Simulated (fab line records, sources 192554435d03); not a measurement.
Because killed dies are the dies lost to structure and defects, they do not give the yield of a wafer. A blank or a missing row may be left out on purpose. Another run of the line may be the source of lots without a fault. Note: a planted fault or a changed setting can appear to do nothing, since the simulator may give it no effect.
Struck lot and sound lot, side by side | flow n5Finfet | 37 steps out of a route of 1938
Sound: the wafers L948.2, L948.4, L948.6. Wafers struck: L958.1, L958.2, L958.4. The cause is named last.
Per side, at each step with rows, come the tool, then ch with its chambers, and then its first start. Under that, the readings that differ: sound wafers | struck wafers | difference of the means | sigmas: that difference in standard deviations of wafers without a fault.
alike: readings whose means differ by less than 2 such deviations, and words and numbers that are the same on both sides. not compared: withheld readings, readings that some wafer has no value for, bounds like >300 that may hide the same value, and numbers for which the record gives no deviation and whose values overlap.
The two part at a step that has a row with sigmas, a row that says differs or no value, or rows on one side only. When numbers do not overlap yet have no deviation, they are printed without sigmas and do not part them. A reading that every wafer of one side lacks parts them only if that side has two wafers or more.

first, 9 steps without rows for these wafers: N5_WELL_APT_COAT_19 (resist thk 950 nm); N5_WELL_APT_EBR_21; N5_WELL_APT_SOFTBAKE_20 (time 60 s); N5_WELL_APT_EXPOSE_22 (exposes mask PWELL, defocus 0 nm, target cd 200 nm); N5_WELL_APT_PEB_23 (peb time 90 s); N5_WELL_APT_DEVELOP_24 (develop time 45 s); N5_WELL_APT_HARDBAKE_29 (time 120 s); N5_WELL_APT_DESCUM_30 (chemistry O2, time 7.9 s); N5_WELL_APT_IMPLANT_31.
N5_WELL_APT_IMPLANT_32:
  sound on implanter-01 ch 0, day 1 21:39; struck on implanter-01 ch 0, day 4 09:20
reading                  | sound                | struck               | difference | sigmas
beamEnergyKeV            | 49.988 49.975 49.988 | 54.615 54.637 54.609 | +4.637     | +99 or more
model.implant.rpNm (nm)  | 36.33 36.33 36.33    | 40.13 40.13 40.13    | +3.80      | 
model.implant.drpNm (nm) | 18.55 18.55 18.55    | 19.78 19.78 19.78    | +1.23      | 
then, 25 steps without rows for these wafers: N5_WELL_APT_STRIP_33 (strips in SPM, time 900 s); N5_WELL_APT_RTA_34 (time 10 s); N5_WELL_APT_OXIDE_STRIP_42 (strips SiO2 in dHF, time 45 s, target depth 12 nm); N5_WELL_APT_PRECLEAN_36 (cleans in O3/DIW, time 45 s); N5_WELL_APT_PRECLEAN_39 (cleans in dHF, time 60 s); N5_WELL_APT_SRD_37 (time 30 s); N5_WELL_APT_EPI_41 (deposits Si from SiH4/H2, target thk 50 nm, time 297.7 s); N5_PMOS_HMC_CHANNEL_EPI_HM_DEP_34 (deposits SiO2 from TEOS/O2, target thk 36 nm, time 6.9 s); N5_PMOS_HMC_CHANNEL_EPI_COAT_31 (time 60 s, resist thk 66 nm); N5_PMOS_HMC_CHANNEL_EPI_COAT_03 (resist thk 205 nm); N5_PMOS_HMC_CHANNEL_EPI_EBR_05; N5_PMOS_HMC_CHANNEL_EPI_SOFTBAKE_04 (time 60 s); N5_PMOS_HMC_CHANNEL_EPI_EXPOSE_06 (exposes mask PMOS HMC BLK, target cd 240 nm); N5_PMOS_HMC_CHANNEL_EPI_PEB_07 (peb time 60 s); N5_PMOS_HMC_CHANNEL_EPI_DEVELOP_08 (develop time 30 s); N5_PMOS_HMC_CHANNEL_EPI_DESCUM_14 (chemistry O2, time 7.9 s); N5_PMOS_HMC_CHANNEL_EPI_ETCH_32 (etches BARC in N2/H2, stops on SiO2, target depth 85.8 nm, time 50.3 s); N5_PMOS_HMC_CHANNEL_EPI_HM_OPEN_15 (chemistry CHF3/O2, target SiO2, target depth 40.6 nm, time 20.3 s); N5_PMOS_HMC_CHANNEL_EPI_STRIP_33 (strips in N2/H2); N5_PMOS_HMC_CHANNEL_EPI_STRIP_17 (strips in SPM, time 750 s); N5_PMOS_HMC_CHANNEL_EPI_ETCH_38 (etches SiO2 in CF4, target depth 1.5 nm); N5_PMOS_HMC_CHANNEL_EPI_FIN_RECESS_16 (chemistry HBr/Cl2, target Si, target depth 54 nm, time 18 s); N5_PMOS_HMC_CHANNEL_EPI_PRECLEAN_36 (cleans in O3/DIW, time 45 s); N5_PMOS_HMC_CHANNEL_EPI_PRECLEAN_18 (cleans in DHF, time 30 s); N5_PMOS_HMC_CHANNEL_EPI_SRD_19 (time 30 s).
-- the record jumps here: 6 days lie between the struck wafers' starts before and after (it left off in module PMOS_HMC_CHANNEL_EPI and takes up again in module BEOL_M4, whose first step shown is number 1111 of the route) --
N5_BEOL_M4_RC_MEAS_101:
  sound on prober-01 ch 0, day 7 20:33; struck on prober-01 ch 0, day 10 11:28
reading           | sound          | struck         | difference | sigmas
RS_PWELL (ohm/sq) | 3011 3042 3008 | 2942 2981 2967 | -57        | -3
  alike: CJ_N, DIBL_N, DIBL_P, IOFF_N, IOFF_P, ION_N, ION_P, SS_N, SS_P, VT_N, VT_P
-- a jump in the record: the struck wafers' starts before and after are 5 days apart (it breaks off in module BEOL_M4 and resumes in module PASSIVATION, where the first step shown is number 1936 of the route) --
N5_PASSIVATION_PROBE_49:
  only the struck wafers here have rows in the record (prober-01, day 14 23:45); the sound ones have none

== WHERE THEY PART ==
First at N5_WELL_APT_IMPLANT_32; last, within this record, at N5_PASSIVATION_PROBE_49.

WHY: whatever the simulator had introduced
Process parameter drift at N5_WELL_APT_IMPLANT_32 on implanter-01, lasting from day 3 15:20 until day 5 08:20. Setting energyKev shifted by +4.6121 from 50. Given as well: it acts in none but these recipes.
